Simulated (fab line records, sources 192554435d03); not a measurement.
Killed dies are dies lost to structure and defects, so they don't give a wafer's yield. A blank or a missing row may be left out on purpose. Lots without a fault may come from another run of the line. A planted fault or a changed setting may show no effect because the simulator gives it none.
Problem report in the 8D (eight disciplines) form, filled by code | flow n5_finfet | the parts of the form that need people (team, actions taken, sign-off) are left out

1. THE PROBLEM
M12_ILD_THK at N5_BEOL_M12_THK_MEAS_01 reads a mean of 740 nm on 1 wafer of 1 lot; wafers without a fault read 661 nm with a standard deviation of 8.5. That is +9.3 standard deviations from the usual mean.
First seen on wafer L557.2, day 14 14:19, on film_metro-02. The record holds 27 wafers of 9 lots with a number at this step. Rule for "out", or "out of limits": more than 4 standard deviations from the usual mean. The other wafers with a number count as sound.

2. WHAT IT IS AND WHAT IT IS NOT
question                    | is                | is not
which readings at this step | M12_ILD_THK       | -
which lots                  | L557              | L543, L545, L548, L550, L552, L562, L563, L566
which wafers of those lots  | L557.2            | L557.5, L557.6
read on which gauges        | film_metro-02     | film_metro-01
when                        | from day 14 14:19 | up to then (17 sound wafers); but 9 sound wafers of L562, L563, L566 came after

3. SUSPECTS, AND WHAT RULES EACH OUT
Counting: a tool at a process step up to the reading stays a suspect if it ran every lot that is out. Sound lots after the first of them don't rule it out here, since some wafers of a struck lot are sound.
- the gauge at N5_BEOL_M12_THK_MEAS_01: ruled out. All the wafers that are out were read on film_metro-02, but those of them that N5_BEOL_M12_ILD_DEP_00 has rows for are out there too, on other tools.
- rie_diel-04 at N5_BEOL_M11_ETCH_66 (etches SOC in N2/H2, target depth 120 nm, overetch 24 nm, time 180 s): kept. It ran the lot that is out, L557 (day 14 10:40); its last sound lot up to then is L552 (day 12 08:32).
- pecvd-04 at N5_BEOL_M12_ILD_DEP_00 (deposits SiOC from DEMS/O2, target thk 658.92 nm, time 130.7 s): kept. It ran the lot that is out, L557 (day 14 14:11); its last sound lot up to then is L552 (day 12 11:43). Its own readings are out on those wafers: run_length_s.
- Within rie_diel-04 at N5_BEOL_M11_ETCH_66: the wafers that are out ran in chamber 0; their sound lot-mates ran in chambers 2, 3.
Left after counting: rie_diel-04 at N5_BEOL_M11_ETCH_66, pecvd-04 at N5_BEOL_M12_ILD_DEP_00.

4. THE CAUSE (what the simulator had put in)
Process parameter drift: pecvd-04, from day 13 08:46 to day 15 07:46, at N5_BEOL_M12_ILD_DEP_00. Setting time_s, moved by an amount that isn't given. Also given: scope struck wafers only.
Counting left 2 suspects, and this tool is among them.

5. THE CHAIN OF EFFECTS, in route order
Each row: a reading whose mean over the struck wafers that have a number lies more than 3 standard deviations from the usual. Only readings for which the record gives a usual standard deviation are gone through. hours: the time from each lot's start at the first step in this table that gives one to its start at this step, as a median over the lots. sigmas: the change in usual standard deviations.
hours | step                    | reading                  | usual   | on struck wafers | change | sigmas
0     | N5_BEOL_M12_ILD_DEP_00  | run_length_s             | 175.3 s | 193.4            | +18.1  | +31
0     | N5_BEOL_M12_THK_MEAS_01 | M12_ILD_THK              | 661 nm  | 740              | +79    | +9.3
1     | N5_BEOL_M12_STRIP_63    | strip_time_to_endpoint_s | 42.2 s  | 37.0             | -5.2   | -5.3
The process steps in it:
- N5_BEOL_M12_ILD_DEP_00: deposits SiOC from DEMS/O2, target thk 658.92 nm, time 130.7 s.
- N5_BEOL_M12_STRIP_63: strips in N2/H2.

6. WHAT WOULD HAVE CAUGHT IT SOONER
In this record the first reading out of limits at a measuring or inspecting step was taken at day 14 14:19, 30 hours after the fault began at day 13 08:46.
The tool's own readings at N5_BEOL_M12_ILD_DEP_00 were out on every struck wafer that the step has a row for (run_length_s): an alarm limit on them would have fired on the first of those.
All the lots that are out (1) had begun N5_BEOL_M12_ILD_DEP_00 on pecvd-04 by day 14 14:19. A hold on the tool at that time would have spared none of them.
